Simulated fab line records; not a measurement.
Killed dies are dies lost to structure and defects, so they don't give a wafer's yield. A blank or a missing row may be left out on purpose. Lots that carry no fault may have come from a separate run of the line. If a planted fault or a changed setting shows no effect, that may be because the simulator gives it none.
Chamber matching	flow nand-harc	4 sister chambers for NHARC_P_GATE_ALD_36 on ald-sin-03
The step deposits SiNx, target thk 20 nm, pulse time 60 s, ald cycles 223. 4 wafers are shown with their chamber, then 8 later ones without.

== WAFERS PAIRED WITH THEIR CHAMBERS ==
wafer	chamber	heater-power-outer-w (W)
L085.4	2	456
L087.4	0	447
L087.5	1	490
L090.1	3	529

== WAFERS WHOSE CHAMBER IS MISSING ==
wafer	heater-power-outer-w (W)
L090.3	497
L090.6	523
L092.4	537
L092.3	453
L092.6	474
L095.4	466
L095.1	541
L095.2	449

== THE CHAMBER EACH PASSED THROUGH ==
wafer	from the rows above	in truth
L090.3	1	1
L090.6	3	3
L092.4	3	3
L092.3	can't be placed: 2 or 0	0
L092.6	can't be placed: 1 or 2 or 0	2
L095.4	can't be placed: 2 or 0 or 1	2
L095.1	3	3
L095.2	can't be placed: 0 or 2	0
Placed correctly: 4 of 8. From these rows, 4 cannot be placed; in 4 the true chamber is one of the candidates. Number placed wrongly: 0.
How it was worked out, from the rows above alone: a wafer's distance from a chamber is the root of the sum, over the readings, of the square of ((its reading less the chamber's mean) divided by the reading's scatter). The wafer belongs to the nearest chamber; if the next one is less than 2 further off, it can't be placed. For every chamber, the mean is computed from those of its wafers that are shown. The scatter: with one shown wafer a chamber, the root of the mean of the squares of how far each hidden wafer lies from its nearest shown one.
